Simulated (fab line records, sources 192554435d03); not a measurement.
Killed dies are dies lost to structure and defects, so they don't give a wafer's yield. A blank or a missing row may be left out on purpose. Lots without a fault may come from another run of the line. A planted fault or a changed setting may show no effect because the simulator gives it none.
Split-lot experiment | flow n5_finfet | 7 lots, 39 wafers read, on a route of 1938 steps

THE SPLIT
At N5_ZERO_LAYER_ETCH_18 (etches Si in HBr/Cl2, target depth 120 nm, time 40 s), the setting target_depth_a was moved away from the recipe's 1200 angstrom on 15 of the 39 wafers read, by -58.2% to +35.2%. The other wafers ran this setting at the recipe's value.

The reading is taken at the split's own step.

THE READING
coat_of_ZERO_LAYER_COAT_05.thk_nm (the simulator's own value, which no gauge read), in nm, at N5_ZERO_LAYER_ETCH_18 (etches Si in HBr/Cl2, target depth 120 nm, time 40 s). The file gives no usual value for it. The 24 wafers here that ran the recipe average 933.8 nm, standard deviation 2.1 nm.

wafer  | tool, chamber at the split | target_depth_a as run, angstrom | against the recipe | coat_of_ZERO_LAYER_COAT_05.thk_nm, nm | against lot-mates on the recipe
L074.1 | rie_si-02, 0               | 1200                            | recipe             | 930.1                                 | -
L074.2 | rie_si-02, 1               | 1200                            | recipe             | 933.2                                 | -
L074.3 | rie_si-02, 2               | 1550                            | +29.2%             | 919.9                                 | -12.5
L074.4 | rie_si-02, 3               | 1550                            | +29.2%             | 922.7                                 | -9.7
L074.5 | rie_si-02, 3               | 1550                            | +29.2%             | 919.2                                 | -13.2
L074.6 | rie_si-02, 0               | 1200                            | recipe             | 933.9                                 | -
L075.1 | rie_si-03, 2               | 1200                            | recipe             | 934.7                                 | -
L075.2 | rie_si-03, 1               | 775.6                           | -35.4%             | 950.6                                 | +15.5
L075.3 | rie_si-03, 0               | 775.6                           | -35.4%             | 948.7                                 | +13.6
L075.4 | rie_si-03, 3               | 775.6                           | -35.4%             | 952.8                                 | +17.7
L075.5 | rie_si-03, 2               | 1200                            | recipe             | 935.5                                 | -
L075.6 | rie_si-03, 3               | 1200                            | recipe             | 935                                   | -
L078.1 | rie_si-03, 1               | 502                             | -58.2%             | 958.6                                 | +24.2
L078.2 | rie_si-03, 2               | 1200                            | recipe             | 933.6                                 | -
L078.3 | rie_si-03, 3               | 502                             | -58.2%             | 958.3                                 | +23.9
L078.4 | rie_si-03, 0               | 1200                            | recipe             | 935.6                                 | -
L078.5 | rie_si-03, 3               | 1200                            | recipe             | 934                                   | -
L078.6 | rie_si-03, 2               | 502                             | -58.2%             | 958.8                                 | +24.4
L080.1 | rie_si-03, 2               | 1200                            | recipe             | 933.6                                 | -
L080.2 | rie_si-03, 1               | 1200                            | recipe             | 935.7                                 | -
L080.3 | rie_si-03, 3               | 1200                            | recipe             | 933.5                                 | -
L080.4 | rie_si-03, 0               | 1200                            | recipe             | 934.5                                 | -
L080.5 | rie_si-03, 2               | 1200                            | recipe             | 931.9                                 | -
L080.6 | rie_si-03, 1               | 1200                            | recipe             | 931.1                                 | -
L081.1 | rie_si-03, 1               | 832.9                           | -30.6%             | 950.3                                 | +13.2
L081.2 | rie_si-03, 2               | 1200                            | recipe             | 937.6                                 | -
L081.3 | rie_si-03, 0               | 1200                            | recipe             | 933.6                                 | -
L081.4 | rie_si-03, 3               | 832.9                           | -30.6%             | 944.9                                 | +7.8
L081.5 | rie_si-03, 0               | 1200                            | recipe             | 940                                   | -
L081.6 | rie_si-03, 1               | 832.9                           | -30.6%             | 948.6                                 | +11.5
L086.1 | rie_si-02, 2               | 1623                            | +35.2%             | 920.6                                 | -12.3
L086.2 | rie_si-02, 1               | 1623                            | +35.2%             | 920.3                                 | -12.6
L086.3 | rie_si-02, 0               | 1200                            | recipe             | 932.4                                 | -
L086.4 | rie_si-02, 3               | 1200                            | recipe             | 934.2                                 | -
L086.5 | rie_si-02, 1               | 1200                            | recipe             | 932.1                                 | -
L086.6 | rie_si-02, 0               | 1623                            | +35.2%             | 919.9                                 | -13.0
L091.1 | rie_si-03, 1               | 1200                            | recipe             | 931.3                                 | -
L091.4 | rie_si-03, 2               | 1200                            | recipe             | 932.7                                 | -
L091.6 | rie_si-03, 0               | 1200                            | recipe             | 932.2                                 | -

THE FIT
A straight line over all 39 wafers: coat_of_ZERO_LAYER_COAT_05.thk_nm changes by -0.433 nm for each +1% of target_depth_a; r = -0.98; the points scatter about the line by 2 nm.
The same after taking each lot's own level away (the mean of its wafers on the recipe; 39 wafers): -0.401 nm for each +1%; r = -0.99; scatter 1.6 nm.
On that fit, the largest move of target_depth_a shifts the reading by 23 nm.
The lots' own levels span 932.07 to 937.07 nm, that is 2.4 times the standard deviation above.
So the lot-to-lot level changes the slope little: the two slopes agree.
Check: with one of the wafers moved furthest among these (-58.2%) left out of the fit, the line predicts +23.3 nm for it against its lot-mates. It came out at +24.2 nm against them.

THE WHOLE CHAIN: every reading that the file lists as answering this split, in the file's order
step                   | what it does                                         | reading                                                                            | change (the file's fit)               | r (the file's)
N5_ZERO_LAYER_ETCH_18  | etches Si in HBr/Cl2, target depth 120 nm, time 40 s | etch.depth_nm (the simulator's own value, which no gauge read)                     | +1.2 nm for each +1% of the setting   | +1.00
N5_ZERO_LAYER_ETCH_18  | etches Si in HBr/Cl2, target depth 120 nm, time 40 s | ZERO_LAYER.feature_depth_nm (the simulator's own value, which no gauge read)       | +1.2 nm for each +1% of the setting   | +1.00
N5_ZERO_LAYER_ETCH_18  | etches Si in HBr/Cl2, target depth 120 nm, time 40 s | coat_of_ZERO_LAYER_COAT_05.thk_nm (the simulator's own value, which no gauge read) | -0.402 nm for each +1% of the setting | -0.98
N5_ZERO_LAYER_STRIP_24 | strips in O2                                         | strip_time_to_endpoint_s                                                           | withheld for each +1% of the setting  | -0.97

THE FILE'S OWN FIT
coat_of_ZERO_LAYER_COAT_05.thk_nm changes by -0.402 nm for each +1% of target_depth_a, r = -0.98.
